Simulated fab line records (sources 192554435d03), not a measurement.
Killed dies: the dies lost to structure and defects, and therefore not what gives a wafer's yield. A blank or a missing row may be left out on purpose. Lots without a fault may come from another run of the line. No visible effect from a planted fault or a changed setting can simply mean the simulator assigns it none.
Lot-split experiment | flow n5 finfet | 21 wafers read across 7 lots, on a route 1938 steps long

SPLIT DETAILS
At N5_BEOL_M8_ETCH_66 (etches SOC in N2/H2, target depth 80 nm, overetch 16 nm, time 120 s), the setting source w was moved away from the recipe's 840 W on 6 of the 21 wafers read, by -16.7% to +8.5%. All remaining wafers had this setting at the recipe value.

The reading is taken at the split's own step.

THE READING
rf vpp V, in V, at N5_BEOL_M8_ETCH_66 (etches SOC in N2/H2, target depth 80 nm, overetch 16 nm, time 120 s). On this fab line, fault-free wafers typically give 523.5 V with a standard deviation of 1.8 V.

wafer  | tool, chamber at the split | source w as run, W | against the recipe | rf vpp V, V | against lot-mates on the recipe
L077.2 | rie diel-04, 2             | 840                | recipe             | 522.0       | -
L077.4 | rie diel-04, 0             | 840                | recipe             | 525.8       | -
L077.6 | rie diel-04, 3             | 911.2              | +8.5%              | 510.8       | -13.1
L075.1 | rie diel-01, 1             | 840                | recipe             | 521.9       | -
L075.3 | rie diel-01, 3             | 840                | recipe             | 524.5       | -
L075.4 | rie diel-01, 2             | 699.4              | -16.7%             | 558.7       | +35.5
L084.1 | rie diel-01, 0             | 733                | -12.7%             | 545.8       | +21.8
L084.2 | rie diel-01, 2             | 840                | recipe             | 525.5       | -
L084.3 | rie diel-01, 1             | 840                | recipe             | 522.4       | -
L089.1 | rie diel-04, 0             | 840                | recipe             | 525.0       | -
L089.5 | rie diel-04, 1             | 840                | recipe             | 522.3       | -
L089.6 | rie diel-04, 0             | 840                | recipe             | 525.7       | -
L088.2 | rie diel-01, 1             | 840                | recipe             | 521.6       | -
L088.3 | rie diel-01, 0             | 840                | recipe             | 519.8       | -
L088.6 | rie diel-01, 1             | 840                | recipe             | 522.1       | -
L092.1 | rie diel-04, 1             | 745.9              | -11.2%             | 543.9       | +17.8
L092.2 | rie diel-04, 3             | 840                | recipe             | 526.1       | -
L092.3 | rie diel-04, 0             | 745.9              | -11.2%             | 546.6       | +20.5
L091.1 | rie diel-04, 0             | 840                | recipe             | 524.7       | -
L091.2 | rie diel-04, 1             | 840                | recipe             | 522.7       | -
L091.3 | rie diel-04, 3             | 770.3              | -8.3%              | 540.7       | +17.0

THE FIT
A straight line over all 21 wafers: rf vpp V changes by -1.91 V for each +1% of source w; r = -0.98; the points scatter about the line by 2.1 V.
The same after taking each lot's own level away (the mean of its wafers on the recipe; 21 wafers): -1.85 V for each +1%; r = -0.99; scatter 1.9 V.
According to that fit, moving source w by its largest amount changes the reading by 31 V.
The span of the lots' own levels, 521.17 to 526.10 V, comes to 2.7 times the standard deviation stated above.
The two slopes are in agreement: the lot-to-lot level therefore moves the slope only a little.
Check: for one of the wafers moved furthest among these (-16.7%), held out of the fit, the line's prediction against its lot-mates is +29 V. It came out at +35.5 V against them.
Tool readings at the split's step, against how far the setting was moved: rf vpp V r = -0.98.

OTHER SPLITS ON THESE WAFERS
Before the reading, these wafers also passed through other splits. Each is held against what the fit with the lots' levels taken away leaves over:
other split on the same wafers   | wafers away from the commonest value | r with rf vpp V (lot level and that fit taken away)
N5_BEOL_M4_COAT_62 spin rpm      | 7                                    | +0.55
N5_BEOL_M4_DESCUM_33 time s      | 5                                    | -0.17
N5_BEOL_M4_TRENCH_ETCH_37 bias w | 8                                    | +0.15
N5_BEOL_M5_COAT_05 spin rpm      | 3                                    | -0.12
N5_BEOL_M7_PECVD_70 temp c       | 7                                    | -0.19
N5_BEOL_M8_PECVD_70 temp c       | 7                                    | -0.12

THE WHOLE CHAIN: every reading that the file lists as answering this split, in the file's order
step               | what it does                                                        | reading                                                                          | change (the file's fit)                | r (the file's)
N5_BEOL_M8_ETCH_66 | etches SOC in N2/H2, target depth 80 nm, overetch 16 nm, time 120 s | rf vpp V                                                                         | -1.89 V for each +1% of the setting    | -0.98
N5_BEOL_M8_ETCH_66 | etches SOC in N2/H2, target depth 80 nm, overetch 16 nm, time 120 s | SiARC_of_BEOL_M8_COAT_64.thk nm (the simulator's own value, which no gauge read) | -0.0307 nm for each +1% of the setting | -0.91

FILE'S OWN FIT
rf vpp V changes by -1.89 V for each +1% of source w, r = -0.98.
